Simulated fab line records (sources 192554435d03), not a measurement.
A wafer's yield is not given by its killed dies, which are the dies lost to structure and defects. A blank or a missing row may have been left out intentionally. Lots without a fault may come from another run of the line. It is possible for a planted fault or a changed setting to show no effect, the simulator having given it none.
fab line records	flow n5-finfet	part 1 of 2: steps 1 to 3 of 6
record: lots: 23	wafers: 69	last-day: 19
route steps=1938 shown MIM_TOP_LITHO@1850 MIM_BOT_LITHO@1864 MIM_BOT_ETCH@1868 TV_OPEN@1889 PAD_METAL@1894 PASSIVATION@1916
lots that met no fault: taken from a fault-free run of the same line
start-h: start of the lot's first displayed wafer, in hours after the record's first day	wait-h: hours elapsed since this lot's preceding step	" unchanged from the row above	L1.1+2: a single row standing in for several wafers	- no value, or no start was given	* or withheld: withheld	< > ~ a bound
route shown NAME@n: NAME is a module with steps in the file, n the number in the route of the first one	usual: mean/standard deviation of fault-free wafers	same: alike in all rows	chamber/n: place in a boat	sites: per-site readings	_std_site: standard deviation across them	_edge_site: inner sites' mean taken away from outer sites' mean	radius-mm: how far each site lies from the wafer's centre	mask NAME#n: copy n	behind: the last tool/chamber to shape the wafer	hold: what put the lot on hold/how long, in hours/how the hold closed	device: names the non-switching transistor (n, p or np)	end of line: at the end of the route, the tests of the same wafers	step lacking rows: just its recipe	killed: at the first sort, the dies lost to defects and structure; wafer yield is something else	map: shows each die of a wafer: x if killed, . if not, _ if none is there
set.NAME: the setting the step ran with; set.NAME@STEP: the setting that earlier step ran with	model.NAME: the simulator's own value behind a step, which no gauge read
the route's steps for a sample of lots (tables are steps, rows are wafers)
services: from which hour (start-h, from the record's first day; less than 0 if before it) a tool's chamber was out of use, for how many hours, and why
== steps ==
step: N5_MIM_TOP_LITHO_DESCUM_10
recipe: chemistry: O2	time-s: 7.9	source-power-w: 50	bias-power-w: 20	pressure-mtorr: 20	rf-frequency-hz: 2.712e+07	temp-c: 40	o2-flow-sccm: 225
usual: chamber-pressure-mTorr: 19.999/0.019	drypump-motor-current-A: 5.7/0.51	o2-flow-sccm: 225.0/0.65	oes-product-au: 0.81/0.096	rf-vpp-V: 243.1/1.5	showerhead-plenum-p-Torr: 2.09/0.083	throttle-valve-pct: 20.46/0.22
lot.wafer	tool	chamber	start-h	wait-h	chamber-pressure-mTorr	drypump-motor-current-A	o2-flow-sccm	oes-product-au	rf-hours-counter-h	rf-vpp-V	showerhead-plenum-p-Torr	throttle-valve-pct
L075.2	rie-diel-04	2	273.20	0.0	19.987	6.0	225.1	0.96	10	243.5	2.13	20.30
L075.3	"	1	"	"	19.988	5.7	226.1	0.76	154	241.1	2.01	20.39
L075.5	"	3	"	"	19.999	6.7	224.4	0.83	-	244.4	2.21	20.33
L077.2	rie-diel-05	2	282.53	0.0	20.023	6.1	225.7	0.71	232	243.3	2.16	20.77
L077.3	"	3	"	"	20.009	5.6	225.6	0.70	220	242.4	1.99	20.91
L077.4	"	1	"	"	19.977	5.0	225.3	0.81	-	244.3	2.11	20.50
L076.1	rie-diel-05	0	304.70	0.0	19.985	4.9	225.0	0.99	2	243.4	2.14	20.41
L076.4	"	3	"	"	20.031	5.6	225.4	0.69	229	241.9	1.99	20.92
L076.5	"	3	"	"	19.990	5.6	224.5	0.68	-	242.6	1.99	20.90
L078.2	rie-diel-04	3	308.48	0.0	20.028	6.7	226.1	0.82	108	245.7	2.20	20.35
L078.5	"	1	"	"	19.991	5.7	225.8	0.75	-	241.3	2.01	20.40
L078.6	"	0	"	"	20.009	5.8	224.6	0.74	-	240.7	2.00	20.27
L080.4	rie-diel-01	1	310.39	0.0	19.978	5.9	225.3	0.69	240	241.3	1.99	20.53
L080.5	"	0	"	"	19.985	5.5	223.5	0.75	-	241.8	2.01	20.71
L080.6	"	3	"	"	19.930	5.1	223.9	0.87	-	243.0	2.14	20.10
L079.1	rie-diel-05	3	312.25	0.1	20.004	5.6	225.7	0.70	231	241.5	1.99	20.92
L079.3	"	0	"	"	20.001	4.9	224.4	0.98	4	244.5	2.14	20.42
L079.5	"	1	"	"	20.014	5.0	225.4	0.80	-	242.9	2.11	20.54
L081.2	rie-diel-05	0	322.10	0.0	19.989	4.9	225.6	0.96	8	242.8	2.13	20.40
L081.3	"	3	"	"	20.025	5.6	224.4	0.68	234	240.1	1.99	20.92
L081.4	"	2	"	"	19.977	6.1	226.5	0.69	248	244.3	2.15	20.77
L082.2	rie-diel-05	3	336.75	0.0	19.996	5.6	225.1	0.68	238	241.7	1.98	20.94
L082.3	"	0	"	"	19.959	4.9	224.9	0.97	13	244.3	2.13	20.41
L082.5	"	0	"	"	19.957	4.9	224.9	0.96	-	242.9	2.13	20.42
L083.2	rie-diel-01	3	344.33	0.3	19.990	5.1	223.6	0.86	38	245.2	2.13	20.11
L083.3	"	0	"	"	19.994	5.5	225.6	0.74	155	241.7	2.00	20.71
L083.5	"	3	"	"	19.994	5.1	223.8	0.86	-	244.0	2.13	20.12
L085.1	rie-diel-05	1	351.68	0.0	20.010	5.0	225.8	0.78	121	242.9	2.10	20.56
L085.2	"	0	"	"	20.012	4.9	224.3	0.96	19	244.2	2.13	20.44
L085.5	"	0	"	"	20.010	4.9	224.9	0.94	-	244.0	2.13	20.42
L084.3	rie-diel-01	0	362.43	0.0	20.001	5.6	223.8	0.73	164	241.5	2.00	20.75
L084.4	"	2	"	"	20.001	6.0	225.1	0.92	-	242.2	2.03	20.33
L084.5	"	3	"	"	19.993	5.1	224.8	0.84	-	244.4	2.13	20.13
L087.1	rie-diel-04	0	369.30	0.2	20.016	5.8	225.5	0.72	187	243.8	1.99	20.32
L087.4	"	0	"	"	19.993	5.8	223.9	0.72	-	241.4	1.99	20.32
L087.6	"	1	"	"	19.998	5.7	225.9	0.74	-	240.7	2.00	20.42
L092.1	rie-diel-04	3	374.35	0.2	20.006	6.7	225.0	0.80	133	246.7	2.19	20.40
L092.3	"	0	"	"	19.982	5.8	225.4	0.72	189	241.9	1.99	20.32
L092.4	"	2	"	"	19.997	6.0	225.3	0.89	40	245.2	2.12	20.31
L086.1	rie-diel-05	1	374.39	0.2	19.983	5.0	224.8	0.78	130	243.2	2.10	20.57
L086.3	"	2	"	"	19.972	6.1	224.1	0.96	7	243.6	2.15	20.39
L086.4	"	0	"	"	19.986	4.9	225.9	0.93	-	244.5	2.13	20.44
L089.1	rie-diel-01	3	382.97	0.1	20.032	5.1	225.5	0.83	54	244.4	2.13	20.14
L089.3	"	1	"	"	20.026	5.9	224.2	0.97	6	246.4	2.25	20.17
L089.5	"	0	"	"	19.973	5.5	226.0	0.72	-	240.9	2.00	20.75
L088.2	rie-diel-05	3	390.19	0.0	20.039	5.6	225.2	0.98	2	245.3	2.24	20.58
L088.3	"	2	"	"	19.974	6.1	226.5	0.93	13	243.6	2.14	20.38
L088.6	"	1	"	"	20.020	5.0	224.5	0.76	-	243.6	2.10	20.57
L090.1	rie-diel-04	0	392.86	0.0	19.997	5.8	225.5	0.71	196	242.1	1.99	20.32
L090.2	"	2	"	"	19.991	6.0	225.5	0.87	47	242.2	2.12	20.31
L090.3	"	3	"	"	19.974	6.7	225.2	0.79	140	245.0	2.19	20.40
L091.3	rie-diel-01	1	396.93	0.0	20.010	5.9	224.5	0.95	12	245.4	2.25	20.18
L091.4	"	3	"	"	20.011	5.1	225.1	0.82	60	243.5	2.13	20.15
L091.5	"	0	"	"	20.011	5.5	225.0	0.73	-	241.8	2.00	20.76
L094.3	rie-diel-01	3	404.00	0.0	20.007	5.1	225.1	0.82	61	244.3	2.13	20.13
L094.4	"	2	"	"	19.998	6.0	224.3	0.89	50	241.8	2.03	20.36
L094.6	"	2	"	"	20.000	6.0	224.5	0.89	-	243.2	2.03	20.36
L093.1	rie-diel-05	3	404.15	0.0	20.007	5.6	224.7	0.97	6	244.6	2.24	20.57
L093.4	"	1	"	"	19.990	5.0	225.2	0.76	141	244.0	2.10	20.59
L093.5	"	3	"	"	20.009	5.6	223.9	0.97	-	245.5	2.24	20.57
L096.2	rie-diel-04	3	404.23	0.0	20.003	6.7	225.5	0.79	144	244.6	2.19	20.40
L096.3	"	1	"	"	19.989	5.6	224.3	0.73	200	240.8	2.00	20.46
L096.5	"	1	"	"	20.016	5.7	225.3	0.73	-	241.9	2.00	20.46
L097.3	rie-diel-04	1	417.84	0.1	19.969	5.7	225.0	0.72	204	240.9	2.00	20.45
L097.5	"	2	"	"	19.982	6.0	224.4	0.86	-	243.3	2.12	20.35
L097.6	"	3	"	"	19.994	6.7	224.7	0.78	-	245.8	2.19	20.43
L095.2	rie-diel-01	0	441.86	0.0	19.993	5.6	223.9	0.71	193	242.0	1.99	20.78
L095.3	"	1	"	"	19.989	5.9	225.1	0.92	26	243.7	2.24	20.22
L095.5	"	1	"	"	19.967	5.9	225.1	0.92	-	246.0	2.24	20.21
step: N5_MIM_BOT_LITHO_INSPECT_12
recipe: mode: adi	inspect-instrument: macro
usual: raw-defect-count: 2.2/1.3
lot.wafer	tool	chamber	start-h	wait-h	raw-defect-count
L075.2	defect-inspect-01	-	274.03	0.0	3
L075.3	"	-	"	"	6
L075.5	"	-	"	"	3
L077.2	defect-inspect-02	-	283.23	0.0	2
L077.3	"	-	"	"	2
L077.4	"	-	"	"	2
L076.1	defect-inspect-02	-	305.40	0.0	2
L076.4	"	-	"	"	1
L076.5	"	-	"	"	3
L078.2	defect-inspect-02	-	309.44	0.0	2
L078.5	"	-	"	"	0
L078.6	"	-	"	"	3
L080.4	defect-inspect-02	-	311.17	0.0	4
L080.5	"	-	"	"	4
L080.6	"	-	"	"	1
L079.1	defect-inspect-02	-	313.15	0.0	3
L079.3	"	-	"	"	2
L079.5	"	-	"	"	3
L081.2	defect-inspect-02	-	322.80	0.0	2
L081.3	"	-	"	"	1
L081.4	"	-	"	"	4
L082.2	defect-inspect-01	-	337.77	0.0	2
L082.3	"	-	"	"	2
L082.5	"	-	"	"	2
L083.2	defect-inspect-02	-	345.15	0.0	4
L083.3	"	-	"	"	1
L083.5	"	-	"	"	3
L085.1	defect-inspect-02	-	352.50	0.0	0
L085.2	"	-	"	"	2
L085.5	"	-	"	"	2
L084.3	defect-inspect-02	-	363.14	0.0	2
L084.4	"	-	"	"	1
L084.5	"	-	"	"	3
L087.1	defect-inspect-01	-	370.03	0.0	0
L087.4	"	-	"	"	5
L087.6	"	-	"	"	3
L086.1	defect-inspect-01	-	375.11	0.0	4
L086.3	"	-	"	"	1
L086.4	"	-	"	"	1
L092.1	defect-inspect-01	-	375.17	0.0	2
L092.3	"	-	"	"	3
L092.4	"	-	"	"	1
L089.1	defect-inspect-01	-	384.19	0.0	1
L089.3	"	-	"	"	1
L089.5	"	-	"	"	1
L088.2	defect-inspect-01	-	391.16	0.0	0
L088.3	"	-	"	"	1
L088.6	"	-	"	"	3
L090.1	defect-inspect-01	-	393.70	0.0	0
L090.2	"	-	"	"	3
L090.3	"	-	"	"	1
L091.3	defect-inspect-02	-	397.90	0.0	0
L091.4	"	-	"	"	1
L091.5	"	-	"	"	4
L094.3	defect-inspect-02	-	404.83	0.0	1
L094.4	"	-	"	"	3
L094.6	"	-	"	"	1
L093.1	defect-inspect-02	-	404.99	0.0	3
L093.4	"	-	"	"	2
L093.5	"	-	"	"	3
L096.2	defect-inspect-02	-	405.18	0.0	0
L096.3	"	-	"	"	1
L096.5	"	-	"	"	2
L097.3	defect-inspect-02	-	418.64	0.0	2
L097.5	"	-	"	"	4
L097.6	"	-	"	"	3
L095.2	defect-inspect-01	-	442.56	0.0	6
L095.3	"	-	"	"	3
L095.5	"	-	"	"	0
step: N5_MIM_BOT_ETCH_ETCH_00
recipe: chemistry: Cl2/BCl3	target: TiN	target-depth-a: 455	ion-energy-ev: 150	pressure-mtorr: 10	icp-w: 1000	bias-w: 126	Cl2_flow_sccm: 53.25	bcl3-flow-sccm: 21.75	Ar_flow_sccm: 25
usual: chamber-pressure-mTorr: 9.999/0.0093	drypump-motor-current-A: 5.5/0.35	oes-product-au: 0.77/0.083	throttle-valve-pct: 21.83/0.15
lot.wafer	tool	chamber	start-h	wait-h	chamber-pressure-mTorr	drypump-motor-current-A	oes-product-au	rf-hours-counter-h	throttle-valve-pct
L075.2	rie-metal-03	0	274.31	0.1	10.003	5.7	0.92	4	21.63
L075.3	"	0	"	"	10.008	5.7	0.92	-	21.64
L075.5	"	0	"	"	9.997	5.7	0.92	-	21.65
L077.2	rie-metal-03	0	283.51	0.1	10.014	5.7	0.92	4	21.64
L077.3	"	1	"	"	10.003	5.8	0.69	-	21.92
L077.4	"	0	"	"	10.002	5.7	0.92	-	21.63
L076.1	rie-metal-02	0	305.68	0.1	9.991	4.9	0.73	62	22.01
L076.4	"	0	"	"	10.010	4.9	0.73	-	22.02
L076.5	"	1	"	"	10.006	5.8	0.81	-	21.76
L078.2	rie-metal-02	1	309.72	0.1	9.984	5.7	0.80	39	21.79
L078.5	"	1	"	"	9.992	5.7	0.80	-	21.80
L078.6	"	0	"	"	9.992	4.9	0.72	-	22.02
L080.4	rie-metal-03	0	311.65	0.1	10.009	5.6	0.91	-	21.63
L080.5	"	0	"	"	10.014	5.6	0.91	-	21.63
L080.6	"	1	"	"	10.000	5.8	0.68	-	21.90
L079.1	rie-metal-03	1	313.43	0.1	9.998	5.7	0.69	79	21.90
L079.3	"	0	"	"	10.004	5.7	0.90	-	21.64
L079.5	"	0	"	"	10.021	5.6	0.90	-	21.65
L081.2	rie-metal-02	0	323.08	0.1	10.018	4.9	0.73	65	22.01
L081.3	"	1	"	"	9.990	5.8	0.80	-	21.79
L081.4	"	0	"	"	9.993	4.9	0.72	-	22.00
L082.2	rie-metal-03	0	338.05	0.1	10.005	5.7	0.88	9	21.66
L082.3	"	1	"	"	10.002	5.8	0.68	-	21.91
L082.5	"	1	"	"	9.996	5.8	0.68	-	21.92
L083.2	rie-metal-02	1	345.43	0.1	9.984	5.8	0.79	43	21.75
L083.3	"	1	"	"	10.019	5.8	0.80	-	21.77
L083.5	"	1	"	"	9.993	5.7	0.80	-	21.77
L085.1	rie-metal-01	0	352.78	0.1	10.020	6.2	0.63	107	22.12
L085.2	"	1	"	"	9.998	5.3	0.83	22	21.74
L085.5	"	1	"	"	10.002	5.3	0.82	-	21.72
L084.3	rie-metal-02	1	363.46	0.1	10.001	5.8	0.79	-	21.78
L084.4	"	0	"	"	10.000	4.9	0.71	-	22.04
L084.5	"	0	"	"	10.006	4.9	0.71	-	22.03
L087.1	rie-metal-03	0	370.78	0.1	10.004	5.7	0.89	11	21.65
L087.4	"	0	"	"	10.007	5.7	0.89	-	21.65
L087.6	"	1	"	"	9.991	5.8	0.68	-	21.92
L086.1	rie-metal-03	1	375.39	0.1	10.002	5.8	0.68	84	21.92
L086.3	"	0	"	"	9.990	5.7	0.88	-	21.65
L086.4	"	1	"	"	10.001	5.8	0.67	-	21.93
L092.1	rie-metal-01	1	375.54	0.1	10.018	5.3	0.81	25	21.76
L092.3	"	1	"	"	10.003	5.3	0.81	-	21.73
L092.4	"	1	"	"	9.988	5.3	0.81	-	21.72
L089.1	rie-metal-02	1	384.49	0.1	9.994	5.7	0.79	47	21.78
L089.3	"	0	"	"	10.006	4.9	0.71	-	22.01
L089.5	"	0	"	"	9.992	4.9	0.71	-	22.03
L088.2	rie-metal-03	0	391.83	0.1	10.002	5.7	0.87	13	21.64
L088.3	"	1	"	"	9.984	5.8	0.68	-	21.93
L088.6	"	0	"	"	9.983	5.7	0.87	-	21.67
L090.1	rie-metal-03	0	393.98	0.1	9.994	5.7	0.87	13	21.65
L090.2	"	1	"	"	9.991	5.8	0.68	85	21.92
L090.3	"	1	"	"	10.021	5.8	0.67	-	21.93
L091.3	rie-metal-01	1	398.51	0.2	9.991	5.3	0.80	-	21.71
L091.4	"	1	"	"	9.998	5.3	0.80	-	21.74
L091.5	"	1	"	"	9.992	5.3	0.80	-	21.74
L094.3	rie-metal-01	1	405.28	0.2	10.004	5.3	0.80	-	21.74
L094.4	"	1	"	"	10.005	5.3	0.79	-	21.76
L094.6	"	1	"	"	9.997	5.3	0.80	-	21.73
L093.1	rie-metal-02	1	405.43	0.1	9.992	5.8	0.77	50	21.79
L093.4	"	0	"	"	10.018	4.9	0.70	-	22.03
L093.5	"	0	"	"	10.015	4.9	0.71	-	22.04
L096.2	rie-metal-03	0	405.92	0.1	9.988	5.7	0.86	15	21.66
L096.3	"	1	"	"	9.997	5.8	0.67	-	21.93
L096.5	"	1	"	"	10.000	5.8	0.67	-	21.93
L097.3	rie-metal-03	0	418.95	0.1	9.993	5.7	0.86	-	21.66
L097.5	"	1	"	"	10.004	5.8	0.67	-	21.95
L097.6	"	0	"	"	9.992	5.6	0.86	-	21.65
L095.2	rie-metal-02	0	442.99	0.1	10.024	4.8	0.70	76	22.03
L095.3	"	1	"	"	9.997	5.8	0.77	-	21.81
L095.5	"	0	"	"	9.996	4.9	0.70	-	22.05
